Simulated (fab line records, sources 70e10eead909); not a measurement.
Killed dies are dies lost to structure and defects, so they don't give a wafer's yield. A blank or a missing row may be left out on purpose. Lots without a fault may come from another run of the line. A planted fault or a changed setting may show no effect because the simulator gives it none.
Chamber matching | flow nand_harc | NHARC_A_CHANNEL_FILL_D1_ETCHBACK_19 on rie_si-04: 4 sister chambers
The step etches the open film in HBr/Cl2, target depth 5 nm, time 1.7 s. 4 wafers are shown with their chamber, then 9 later ones without.

WAFERS WITH THEIR CHAMBER
wafer  | chamber | oes_product_au (a.u.)
L087.6 | 2       | 0.976
L089.2 | 1       | 1.000
L089.4 | 0       | 1.005
L089.5 | 3       | 0.985

WAFERS WITHOUT THEIR CHAMBER
wafer  | oes_product_au (a.u.)
L091.4 | 0.986
L091.5 | 0.985
L091.6 | 0.994
L093.1 | 0.981
L093.2 | 0.994
L093.6 | 0.988
L095.2 | 1.010
L095.4 | 0.993
L095.5 | 1.010

WHICH CHAMBER EACH WENT THROUGH
wafer  | from the rows above          | in truth
L091.4 | can't be placed: 3 or 2      | 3
L091.5 | can't be placed: 3 or 2      | 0
L091.6 | can't be placed: 1 or 3 or 0 | 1
L093.1 | can't be placed: 3 or 2      | 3
L093.2 | can't be placed: 1 or 3 or 0 | 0
L093.6 | can't be placed: 3 or 1 or 2 | 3
L095.2 | can't be placed: 0 or 1      | 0
L095.4 | can't be placed: 1 or 3 or 0 | 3
L095.5 | can't be placed: 0 or 1      | 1
Placed correctly: 0 of 9. Can't be placed from these rows: 9 (the true chamber is among the candidates in 8). Placed wrongly: 0.
How it was worked out, from the rows above alone: a wafer's distance from a chamber is the root of the sum, over the readings, of the square of ((its reading less the chamber's mean) divided by the reading's scatter). The wafer belongs to the nearest chamber; if the next one is less than 2 further off, it can't be placed. A chamber's mean is the mean of its shown wafers. The scatter: with one shown wafer a chamber, the root of the mean of the squares of how far each hidden wafer lies from its nearest shown one.
